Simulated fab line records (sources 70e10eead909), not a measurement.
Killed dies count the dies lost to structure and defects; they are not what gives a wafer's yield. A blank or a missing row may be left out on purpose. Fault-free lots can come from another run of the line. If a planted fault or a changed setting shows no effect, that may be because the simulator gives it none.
Chamber matching | flow nand-harc | rie-diel-10 running NHARC_A_STAIRCASE_TRIM_20: 4 sister chambers
The step chemistry O2, time 211.2 s. 8 wafers are shown with their chamber, then 8 later ones without.

## WAFERS PAIRED WITH THEIR CHAMBERS
wafer  | chamber | drypump-motor-current-A (A) | showerhead-plenum-p-Torr (Torr)
L077.3 | 1       | 6.5                         | 3.39
L079.2 | 2       | 5.1                         | 3.28
L080.2 | 2       | 5.1                         | 3.28
L080.3 | 3       | 6.7                         | 3.66
L086.4 | 3       | 6.8                         | 3.65
L086.5 | 0       | 5.5                         | 3.63
L086.6 | 1       | 6.5                         | 3.38
L087.3 | 0       | 5.5                         | 3.62

## WAFERS WITH NO CHAMBER GIVEN
wafer  | drypump-motor-current-A (A) | showerhead-plenum-p-Torr (Torr)
L087.5 | 6.5                         | 3.37
L087.6 | 5.2                         | 3.79
L090.1 | 6.5                         | 3.37
L090.4 | 6.8                         | 3.65
L090.6 | 5.5                         | 3.62
L097.3 | 6.5                         | 3.36
L097.4 | 5.1                         | 3.78
L097.6 | 5.1                         | 3.78

## WHICH CHAMBER EACH ONE RAN IN
wafer  | from the rows above | in truth
L087.5 | 1                   | 1
L087.6 | 0                   | 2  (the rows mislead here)
L090.1 | 1                   | 1
L090.4 | 3                   | 3
L090.6 | 0                   | 0
L097.3 | 1                   | 1
L097.4 | 0                   | 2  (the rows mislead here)
L097.6 | 0                   | 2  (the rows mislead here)
5 of 8 placed correctly. Can't be placed from these rows: 0. 3 placed wrongly.
How it was worked out, from the rows above alone: a wafer's distance from a chamber is the root of the sum, over the readings, of the square of ((its reading less the chamber's mean) divided by the reading's scatter). If the next closest chamber is less than 2 further off than the closest, the wafer can't be placed; otherwise it belongs to the closest. Each chamber's mean is taken over the wafers shown for it. How the scatter is found: for the shown wafers, subtract from each reading the mean of its chamber, square and add these, divide the total by (wafers less chambers), then take the root.
